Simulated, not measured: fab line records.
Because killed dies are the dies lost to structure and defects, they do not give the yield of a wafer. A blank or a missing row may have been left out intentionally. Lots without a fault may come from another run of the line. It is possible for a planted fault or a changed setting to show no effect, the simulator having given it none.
Tool commonality check / flow nand harc / Sample size 14 lots and 42 wafers

## REASON FOR OPENING
On 2 of the 14 lots, a flag is raised at NHARC_A_ONON_D1_THK_MEAS_30 on the reading thk nm. No-fault wafers: 999 nm, standard deviation 9.8.
Rule: a lot is flagged when every wafer of it that has a number lies more than 4 standard deviations from that mean, or none has a number. The other lots count as sound.

lot=L619; measured=day 8 00:40; on=film metro-02; thk nm (nm), wafer by wafer=996 996 997; flag=
lot=L621; measured=day 8 16:26; on=film metro-01; thk nm (nm), wafer by wafer=995 994 994; flag=
lot=L620; measured=day 8 16:26; on=film metro-02; thk nm (nm), wafer by wafer=1013 1012 1014; flag=
lot=L623; measured=day 9 14:47; on=film metro-01; thk nm (nm), wafer by wafer=1009 1011 1011; flag=
lot=L624; measured=day 10 07:19; on=film metro-02; thk nm (nm), wafer by wafer=1009 1009 1009; flag=
lot=L625; measured=day 10 20:55; on=film metro-01; thk nm (nm), wafer by wafer=1017 1017 1018; flag=
lot=L626; measured=day 11 03:08; on=film metro-02; thk nm (nm), wafer by wafer=996 996 995; flag=
lot=L631; measured=day 13 06:05; on=film metro-01; thk nm (nm), wafer by wafer=1716 1714 1717; flag=FLAGGED
lot=L633; measured=day 14 13:50; on=film metro-01; thk nm (nm), wafer by wafer=980 980 981; flag=
lot=L634; measured=day 14 13:58; on=film metro-02; thk nm (nm), wafer by wafer=1725 1726 1726; flag=FLAGGED
lot=L637; measured=day 15 21:20; on=film metro-02; thk nm (nm), wafer by wafer=995 994 994; flag=
lot=L640; measured=day 17 23:14; on=film metro-01; thk nm (nm), wafer by wafer=1000 999 999; flag=
lot=L641; measured=day 18 03:11; on=film metro-02; thk nm (nm), wafer by wafer=1006 1008 1007; flag=
lot=L642; measured=day 18 03:19; on=film metro-01; thk nm (nm), wafer by wafer=1002 1003 1003; flag=
Average over the flagged lots: 1721 nm; offset from the usual +722 nm, equal to +74 standard deviations.

## TOOL THAT RAN EACH LOT
The record holds 1 process step before the reading, out of a route of 1302 steps. In each cell: the tool, then ch and the chambers that the sampled wafers went through, then the start.
lot=L619; flag=; NHARC_A_ONON_D1_DEP_28=pecvd onon-03 ch 0, day 8 00:09
lot=L621; flag=; NHARC_A_ONON_D1_DEP_28=pecvd onon-04 ch 0, day 8 15:55
lot=L620; flag=; NHARC_A_ONON_D1_DEP_28=pecvd onon-03 ch 0, day 8 16:02
lot=L623; flag=; NHARC_A_ONON_D1_DEP_28=pecvd onon-04 ch 0, day 9 14:16
lot=L624; flag=; NHARC_A_ONON_D1_DEP_28=pecvd onon-02 ch 0, day 10 06:51
lot=L625; flag=; NHARC_A_ONON_D1_DEP_28=pecvd onon-04 ch 0, day 10 20:24
lot=L626; flag=; NHARC_A_ONON_D1_DEP_28=pecvd onon-02 ch 0, day 11 02:44
lot=L631; flag=FLAGGED; NHARC_A_ONON_D1_DEP_28=pecvd onon-04 ch 0, day 13 05:44
lot=L633; flag=; NHARC_A_ONON_D1_DEP_28=pecvd onon-02 ch 0, day 14 13:19
lot=L634; flag=FLAGGED; NHARC_A_ONON_D1_DEP_28=pecvd onon-04 ch 0, day 14 13:34
lot=L637; flag=; NHARC_A_ONON_D1_DEP_28=pecvd onon-03 ch 0, day 15 20:56
lot=L640; flag=; NHARC_A_ONON_D1_DEP_28=pecvd onon-03 ch 0, day 17 22:53
lot=L641; flag=; NHARC_A_ONON_D1_DEP_28=pecvd onon-02 ch 0, day 18 02:43
lot=L642; flag=; NHARC_A_ONON_D1_DEP_28=pecvd onon-04 ch 0, day 18 02:55
These steps, and what they do:
- NHARC_A_ONON_D1_DEP_28: target thk 1000 nm.
- NHARC_A_ONON_D1_THK_MEAS_30: measures by ellipsometry.

## FLAGGED OVER TOTAL, TOOL BY TOOL (the gauges that took the reading come last)
step=NHARC_A_ONON_D1_DEP_28; tool=pecvd onon-02; lots run=4; flagged=0; share of the flagged lots=none; sound lots run after its first flagged lot=-
step=NHARC_A_ONON_D1_DEP_28; tool=pecvd onon-03; lots run=4; flagged=0; share of the flagged lots=none; sound lots run after its first flagged lot=-
step=NHARC_A_ONON_D1_DEP_28; tool=pecvd onon-04; lots run=6; flagged=2; share of the flagged lots=all; sound lots run after its first flagged lot=1 (L642)
step=NHARC_A_ONON_D1_THK_MEAS_30; tool=film metro-01; lots run=7; flagged=1; share of the flagged lots=some; sound lots run after its first flagged lot=3 (L633,L640,L642)
step=NHARC_A_ONON_D1_THK_MEAS_30; tool=film metro-02; lots run=7; flagged=1; share of the flagged lots=some; sound lots run after its first flagged lot=2 (L637,L641)

## THE TABLE: WHAT IT ALLOWS
All flagged lots share 1 row of the table, namely pecvd onon-04 at NHARC_A_ONON_D1_DEP_28.
- pecvd onon-04 at NHARC_A_ONON_D1_DEP_28: 2 of its 6 lots flagged. Sound lots followed the first flagged one (L642) on it, something a lasting fault affecting the whole tool could not allow.
None of the table's rows ran every flagged lot and, after the first, no sound lot.

## WHAT THE SIMULATOR PUT IN
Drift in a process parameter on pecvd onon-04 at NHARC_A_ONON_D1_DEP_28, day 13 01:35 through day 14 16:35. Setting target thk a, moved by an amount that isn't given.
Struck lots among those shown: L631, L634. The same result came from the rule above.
